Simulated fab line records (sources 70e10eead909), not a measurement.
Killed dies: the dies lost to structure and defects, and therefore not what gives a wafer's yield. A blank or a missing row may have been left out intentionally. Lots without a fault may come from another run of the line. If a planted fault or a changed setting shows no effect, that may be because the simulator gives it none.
fab line records | flow nand-harc
record lots=13 wafers=39 last-day=33
route steps=1302 shown A_CHANNEL_FILL_D1@492 A_DECK1_JOINT@528
lots that met no fault: taken from a fault-free run of the same line
start-h: the number of hours between the record's first day and the start of the first shown wafer of the lot | wait-h: hours from the lot's prior step to this one | " repeats the value in the row above | L1.1+2: a row that stands for several wafers | - no value present, or no start provided | * or withheld: withheld | < > ~ a bound
route shown NAME@n: a module of which the file shows steps, and the number in the route of the first | usual: average and standard deviation across the fault-free wafers | same: alike in all rows | chamber/n: place in a boat | sites: the reading at each site | _std_site: the values' standard deviation | _edge_site: the outer-site mean with the inner-site mean subtracted | radius-mm: for every site, how far away it sits from the centre of the wafer | mask NAME#n: copy n | behind: tool/chamber where the wafer was last shaped | hold: the reason the lot was held/the length of the hold in hours/how it ended | device: transistor that didn't switch, given as n, p or np | end of line: the tests these same wafers got at the end of their route | step lacking rows: just its recipe | killed: at the first sort, the dies lost to defects and structure; wafer yield is something else | map: a wafer's dies, marking killed ones x, the rest . and places with no die _
set.NAME: the run value of the setting; set.NAME@STEP: its run value at that earlier step | model.NAME: the simulator's own value behind a step, which no gauge read
a sample of lots followed through the steps of the route, with each step as a table and each wafer as a row
services: a tool's chamber out of use, with start hour (start-h, from the record's first day; less than 0 if before it), hours out, and reason
## steps
# step NHARC_A_CHANNEL_FILL_D1_ALD_02
# recipe target-thk-a=60 pulse-time-s=10 ald-cycles=60 temp-c=300 material=SiO2
# usual heater-power-w=457/49 precursor-pulse-height-rel=0.999/0.02
# columns lot.wafer tool chamber start-h wait-h heater-power-w precursor-pulse-height-rel
L265.1 ald-hk-04 1 223.51 - 561 1.021
L265.5 " 0 " " 466 0.988
L265.6 " 1 " " 557 0.974
L266.4 ald-hk-04 3 225.58 - 405 1.009
L266.1 " 0 " " 452 1.000
L266.6 " 3 " " 414 0.993
L267.2 ald-hk-03 0 244.35 - 534 1.002
L267.4 " 3 " " 449 1.024
L267.6 " 0 " " 554 0.990
L268.3 ald-hk-04 1 245.78 - 556 0.985
L268.6 " 2 " " 463 1.027
L268.5 " 3 " " 417 0.989
L269.4 ald-hk-02 3 260.00 - 457 1.006
L269.6 " 0 " " 487 0.985
L269.5 " 1 " " 444 1.001
L271.4 ald-hk-02 0 277.73 - 488 1.015
L271.2 " 1 " " 459 1.009
L271.6 " 2 " " 385 1.027
L272.2 ald-hk-02 0 292.47 - 475 1.002
L272.4 " 1 " " 458 0.972
L272.1 " 2 " " 385 1.015
L274.2 ald-hk-04 2 300.74 - 470 1.011
L274.1 " 1 " " 513 0.999
L274.6 " 3 " " 409 0.992
L277.3 ald-hk-04 2 335.84 - 459 0.976
L277.4 " 3 " " 403 0.985
L277.5 " 2 " " 460 0.969
L279.2 ald-hk-03 0 356.17 - 529 1.016
L279.4 " 3 " " 436 0.988
L279.6 " 0 " " 533 1.034
L278.1 ald-hk-03 2 356.75 - 408 0.981
L278.6 " 2 " " 413 1.006
L278.5 " 3 " " 450 0.980
L284.4 ald-hk-04 1 418.46 1.5 513 0.980
L284.6 " 0 " " 488 1.014
L284.5 " 1 " " 511 1.013
L285.3 ald-hk-02 2 423.10 - 375 0.975
L285.5 " 0 " " 459 1.003
L285.6 " 1 " " 445 1.028
# step NHARC_A_DECK1_JOINT_THK_MEAS_14
# recipe thk-meas-gauge=ellipsometry
# usual thk-nm=51.1/1.4
# columns lot.wafer tool chamber start-h wait-h thk-nm
L265.1 film-metro-01 - 282.73 0.2 50.8
L265.5 " - " " 48.2
L265.6 " - " " 51.3
L266.1 film-metro-02 - 282.75 0.2 52.0
L266.4 " - " " 49.7
L266.6 " - " " 50.8
L267.2 film-metro-02 - 302.44 0.2 51.5
L267.4 " - " " 51.7
L267.6 " - " " 51.9
L268.3 film-metro-01 - 302.44 0.2 51.8
L268.5 " - " " 52.0
L268.6 " - " " 51.1
L269.4 film-metro-01 - 322.43 0.2 52.8
L269.5 " - " " 51.9
L269.6 " - " " 49.6
L271.2 film-metro-01 - 338.50 0.2 50.8
L271.4 " - " " 54.4
L271.6 " - " " 51.9
L272.1 film-metro-02 - 353.66 0.2 48.2
L272.2 " - " " 49.4
L272.4 " - " " 51.2
L274.1 film-metro-02 - 364.54 0.2 51.6
L274.2 " - " " 50.7
L274.6 " - " " 50.1
L277.3 film-metro-02 - 395.29 0.2 52.1
L277.4 " - " " 49.7
L277.5 " - " " 50.0
L278.1 film-metro-01 - 415.77 0.2 52.4
L278.5 " - " " 51.1
L278.6 " - " " 52.5
L279.2 film-metro-01 - 419.24 0.2 53.1
L279.4 " - " " 49.2
L279.6 " - " " 50.2
L284.4 film-metro-02 - 477.01 0.2 49.0
L284.5 " - " " 50.8
L284.6 " - " " 54.8
L285.3 film-metro-01 - 481.32 0.2 50.3
L285.5 " - " " 52.7
L285.6 " - " " 50.4
# step NHARC_A_DECK1_JOINT_ETCHBACK_00
# recipe target-depth-a=300 time-s=17.4 hbr-flow-sccm=150 rf-w=350 icp-w=350 bias-w=60 chemistry=HBr
# usual drypump-motor-current-A=5.7/0.55 oes-product-au=1.004/0.01 run-length-s=38.7/0.49 throttle-valve-pct=23.265/0.0096
# columns lot.wafer tool chamber start-h wait-h drypump-motor-current-A oes-product-au rf-hours-counter-h run-length-s throttle-valve-pct
L265.1 rie-si-01 1 282.85 0.1 5.4 1.007 0.5 38.2 23.256
L265.6 " 1 " " 5.4 1.005 - 38.5 23.255
L265.5 " 2 " " 4.7 1.001 - 38.3 23.259
L266.4 rie-si-06 3 282.88 0.1 5.2 0.997 0.1 39.0 23.272
L266.1 " 0 " " 5.2 1.007 0.1 38.3 23.262
L266.6 " 0 " " 5.2 0.995 - 38.0 23.262
L268.3 rie-si-02 3 302.57 0.1 6.5 0.989 0.0 39.0 23.260
L268.5 " 3 " " 6.6 0.995 - 39.2 23.251
L268.6 " 2 " " 5.9 1.005 - 39.1 23.265
L267.2 rie-si-01 0 302.58 0.1 5.8 1.025 0.6 39.6 23.271
L267.4 " 1 " " 5.4 1.000 0.7 38.4 23.259
L267.6 " 0 " " 5.8 1.010 - 39.6 23.273
L269.4 rie-si-01 2 322.58 0.1 4.7 1.012 0.8 37.8 23.271
L269.5 " 0 " " 5.8 1.025 - 39.5 23.255
L269.6 " 1 " " 5.4 1.011 - 38.6 23.259
L271.4 rie-si-02 0 338.64 0.1 6.0 1.004 0.3 38.8 23.239
L271.2 " 2 " " 5.9 1.011 0.2 38.8 23.262
L271.6 " 3 " " 6.6 1.001 - 39.1 23.275
L272.1 rie-si-02 0 353.80 0.1 6.0 1.000 0.4 38.6 23.260
L272.4 " 1 " " 5.9 1.018 0.3 38.6 23.249
L272.2 " 2 " " 5.9 1.009 0.3 38.7 23.272
L274.2 rie-si-01 2 364.68 0.1 4.6 1.008 1.1 37.8 23.248
L274.1 " 3 " " 5.2 0.990 1.0 38.5 23.275
L274.6 " 1 " " 5.4 1.002 - 38.2 23.261
L277.3 rie-si-01 3 395.42 0.1 5.1 1.017 0.1 28.6 23.245
L277.4 " 1 " " 5.5 1.008 0.1 38.4 23.263
L277.5 " 3 " " 5.2 0.990 - 28.8 23.267
L278.1 rie-si-01 2 415.93 0.1 4.6 0.998 0.2 37.8 23.259
L278.6 " 3 " " 5.2 1.006 - 39.1 23.259
L278.5 " 0 " " 5.8 1.012 - 29.4 23.268
L279.4 rie-si-06 1 419.38 0.1 6.4 1.012 1.0 38.6 23.256
L279.2 " 2 " " 6.2 0.999 1.1 39.3 23.269
L279.6 " 0 " " 5.2 1.000 - 38.0 23.262
L284.4 rie-si-06 2 477.21 0.1 6.2 0.999 - 39.1 23.258
L284.5 " 3 " " 5.1 0.996 - 38.5 23.272
L284.6 " 1 " " 6.3 0.998 - 38.4 23.247
L285.3 rie-si-02 3 481.48 0.1 6.5 0.992 0.2 39.6 23.272
L285.6 " 0 " " 6.0 1.020 - 39.5 23.264
L285.5 " 1 " " 5.8 0.992 - 38.6 23.265
# step NHARC_A_DECK1_JOINT_CMP_02
# recipe material=SiOx
# usual motor-current-A=11.9/1.1 pad-life-wafers=202/110
# columns lot.wafer tool chamber start-h wait-h motor-current-A pad-life-wafers
L266.4 cmp-03 1 308.00 0.4 10.7 204
L266.1 " 3 " " 11.5 206
L266.6 " 1 " " 11.0 -
L265.1 cmp-02 3 308.05 0.4 14.3 266
L265.6 " 1 " " 12.3 -
L265.5 " 2 " " 12.2 -
L268.3 cmp-02 2 324.91 0.4 11.6 324
L268.6 " 2 " " 11.7 -
L268.5 " 3 " " 13.2 -
L267.4 cmp-03 0 324.91 0.4 12.5 264
L267.2 " 3 " " 11.5 267
L267.6 " 0 " " 12.2 -
L269.4 cmp-03 0 344.54 0.4 12.0 342
L269.5 " 0 " " 11.6 -
L269.6 " 1 " " 10.3 -
L271.2 cmp-02 0 358.43 0.4 13.2 79
L271.4 " 2 " " 12.0 81
L271.6 " 3 " " 13.5 -
L272.2 cmp-02 0 377.71 0.4 13.6 151
L272.4 " 1 " " 11.7 152
L272.1 " 2 " " 11.8 153
L274.1 cmp-04 3 386.78 0.4 10.1 241
L274.2 " 1 " " 11.1 243
L274.6 " 2 " " 12.4 -
L277.3 cmp-04 1 419.70 0.4 10.9 30
L277.4 " 0 " " 11.5 33
L277.5 " 1 " " 10.6 -
L278.1 cmp-04 1 440.51 0.4 10.7 115
L278.6 " 0 " " 11.3 -
L278.5 " 1 " " 10.1 -
L279.2 cmp-02 0 440.51 0.4 13.5 43
L279.4 " 2 " " 11.8 45
L279.6 " 0 " " 12.8 -
L284.4 cmp-04 1 498.61 0.4 10.3 318
L284.5 " 1 " " 9.9 -
L284.6 " 2 " " 12.3 -
L285.3 cmp-04 3 501.24 0.4 10.1 338
L285.5 " 1 " " 10.5 -
L285.6 " 2 " " 12.8 -
## services
# columns tool chamber start-h hours kind
cmp-03 - 206.18 1.6 repair
cmp-04 - 209.00 4.0 pm
ald-hk-03 - 214.15 10.0 pm
cmp-04 - 229.26 2.1 repair
cmp-02 - 232.72 4.0 pm
cmp-02 - 246.39 0.3 repair
ald-hk-04 - 255.83 10.0 pm
rie-si-02 - 277.00 9.0 pm
cmp-04 - 296.12 1.5 repair
rie-si-02 1 296.28 7.2 repair
cmp-04 - 307.00 4.0 pm
cmp-02 - 311.35 2.1 repair
cmp-02 - 330.72 4.0 pm
cmp-04 - 337.87 3.2 repair
cmp-02 - 341.59 5.8 repair
ald-hk-02 - 350.20 10.0 pm
rie-si-01 - 370.00 9.0 pm
rie-si-02 2 385.78 11.0 repair
cmp-04 - 405.00 4.0 pm
cmp-02 - 428.72 4.0 pm
ald-hk-04 - 433.83 10.0 pm
rie-si-02 - 454.00 9.0 pm
cmp-02 - 457.64 0.5 repair
rie-si-02 0 486.58 14.6 repair
## key
first-sign step=NHARC_A_DECK1_JOINT_ETCHBACK_00 reading=run-length-s direction=down sigmas=20 usual=* struck=*
effect none on later readings
met-at NHARC_A_DECK1_JOINT_ETCHBACK_00
struck-lots L277,L278
struck-wafers L277.3,L277.5,L278.5
tester-left-out L277,L278
not-acting-at NHARC_A_CHANNEL_FILL_D1_ALD_02,NHARC_A_DECK1_JOINT_THK_MEAS_14,NHARC_A_DECK1_JOINT_CMP_02
onset-between 364.68 395.42
fault kind=process-parameter-drift tool=rie-si-01 chamber=- onset-h=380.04 steps=NHARC_A_DECK1_JOINT_ETCHBACK_00 channel=time-s offset=* shape=step end-h=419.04 scope=struck-wafers-only acts-in=* stated=*
# tester-left-out: of these lots the tester's yield and bins aren't shown, on N5 and GAA mostly nor the transistor test; their killed dies are dies lost to structure and defects alone, not to doping, threshold or leakage, so they don't give the yield
